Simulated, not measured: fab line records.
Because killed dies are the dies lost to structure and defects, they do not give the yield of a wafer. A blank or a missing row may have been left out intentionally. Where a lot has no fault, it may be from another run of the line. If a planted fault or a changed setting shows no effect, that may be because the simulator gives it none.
Commonality check across tools | flow nandHarc | 36 wafers sampled across 12 lots

## REASON IT WAS OPENED
On 2 of the 12 lots, a flag is raised at NHARC_P_STI_INSPECT_11 on the reading rawDefectCount. No-fault wafers: 6.2, standard deviation 2.8.
Rule: a lot is flagged when every wafer of it that has a number lies more than 4 standard deviations from that mean, or none has a number. All remaining lots are regarded as sound.

lot  | measured     | on               | rawDefectCount, wafer by wafer | flag
L250 | day 3 19:16  | defectInspect-02 | 6 7 6                          | 
L254 | day 5 07:40  | defectInspect-02 | 772 743 730                    | FLAGGED
L256 | day 6 02:29  | defectInspect-02 | 775 689 706                    | FLAGGED
L263 | day 9 00:43  | defectInspect-02 | 0 2 5                          | 
L264 | day 9 11:18  | defectInspect-02 | 8 9 6                          | 
L265 | day 9 19:55  | defectInspect-02 | 9 8 6                          | 
L266 | day 10 06:40 | defectInspect-02 | 1 4 5                          | 
L267 | day 10 17:04 | defectInspect-02 | 10 7 9                         | 
L268 | day 11 07:52 | defectInspect-01 | 9 11 6                         | 
L269 | day 11 14:26 | defectInspect-02 | 13 2 10                        | 
L270 | day 11 21:59 | defectInspect-02 | 5 6 6                          | 
L271 | day 12 08:22 | defectInspect-01 | 1 4 7                          | 
The numbers of the flagged lots are 735.8 on average: +729.6 against the usual, or +99 or more standard deviations.

## TOOL THAT RAN EACH LOT
2 process steps preceding the reading are held in the record, out of 1302 steps in the route. In each cell: the tool, then ch and the chambers that the sampled wafers went through, then the start.
lot  | flag    | NHARC_P_ZERO_WELL_DESCUM_26       | NHARC_P_STI_PRECLEAN_27
L250 |         | rieDiel-11 ch 0,1,2, day 2 18:42  | wetBench-06 ch 1,4,5, day 2 23:37
L254 | FLAGGED | rieDiel-04 ch 1,2,3, day 4 10:39  | wetBench-06 ch 3,5,6, day 4 15:42
L256 | FLAGGED | rieDiel-02 ch 0,1,2, day 5 06:56  | wetBench-06 ch 0,5,7, day 5 12:08
L263 |         | rieDiel-02 ch 0,1,2, day 8 05:06  | wetBench-06 ch 2,5,6, day 8 10:04
L264 |         | rieDiel-11 ch 1,2,3, day 8 14:48  | wetBench-04 ch 0,1,6, day 8 20:08
L265 |         | rieDiel-11 ch 1,2,3, day 9 00:44  | wetBench-09 ch 1,3,6, day 9 05:33
L266 |         | rieDiel-04 ch 2,3, day 9 10:29    | wetBench-06 ch 2,4,5, day 9 15:25
L267 |         | rieDiel-02 ch 1,3, day 9 20:38    | wetBench-09 ch 2,3,5, day 10 01:52
L268 |         | rieDiel-04 ch 1,2,3, day 10 06:46 | wetBench-09 ch 1,3,4, day 10 11:49
L269 |         | rieDiel-02 ch 0,1,2, day 10 16:35 | wetBench-09 ch 1,2,4, day 10 22:46
L270 |         | rieDiel-04 ch 0,1, day 11 02:32   | wetBench-04 ch 1,2,4, day 11 07:35
L271 |         | rieDiel-04 ch 1,2,3, day 11 12:44 | wetBench-04 ch 1,4,6, day 11 17:47
These steps, and what they do:
- NHARC_P_ZERO_WELL_DESCUM_26: chemistry O2, time 3 s.
- NHARC_P_STI_PRECLEAN_27: cleans in SC1.
- NHARC_P_STI_INSPECT_11

## FLAGGED OVER TOTAL, TOOL BY TOOL (the gauges that took the reading come last)
step                        | tool             | lots run | flagged | share of the flagged lots | sound lots run after its first flagged lot
NHARC_P_ZERO_WELL_DESCUM_26 | rieDiel-02       | 4        | 1       | some                      | 3 (L263,L267,L269)
NHARC_P_ZERO_WELL_DESCUM_26 | rieDiel-04       | 5        | 1       | some                      | 4 (L266,L268,L270,L271)
NHARC_P_ZERO_WELL_DESCUM_26 | rieDiel-11       | 3        | 0       | none                      | -
NHARC_P_STI_PRECLEAN_27     | wetBench-04      | 3        | 0       | none                      | -
NHARC_P_STI_PRECLEAN_27     | wetBench-06      | 5        | 2       | all                       | 2 (L263,L266)
NHARC_P_STI_PRECLEAN_27     | wetBench-09      | 4        | 0       | none                      | -
NHARC_P_STI_INSPECT_11      | defectInspect-01 | 2        | 0       | none                      | -
NHARC_P_STI_INSPECT_11      | defectInspect-02 | 10       | 2       | all                       | 7 (L263,L264,L265,L266,L267,L269,L270)

## WHAT THE TABLE PERMITS
In 2 table rows, all flagged lots were run: wetBench-06 (NHARC_P_STI_PRECLEAN_27), defectInspect-02 (NHARC_P_STI_INSPECT_11).
- wetBench-06 at NHARC_P_STI_PRECLEAN_27 ran 5 lots, 2 of them flagged. After the first flagged lot (L263, L266), sound lots still ran on it; a lasting fault on the whole tool would not permit that.
- defectInspect-02 at NHARC_P_STI_INSPECT_11 ran 10 lots, 2 of them flagged. After the first flagged lot (L263, L264, L265, L266, L267, L269, L270), sound lots still ran on it; a lasting fault on the whole tool would not permit that.
Not one row of the table ran every flagged lot while running no sound lot after the first.

## WHAT HAD BEEN PUT IN BY THE SIMULATOR
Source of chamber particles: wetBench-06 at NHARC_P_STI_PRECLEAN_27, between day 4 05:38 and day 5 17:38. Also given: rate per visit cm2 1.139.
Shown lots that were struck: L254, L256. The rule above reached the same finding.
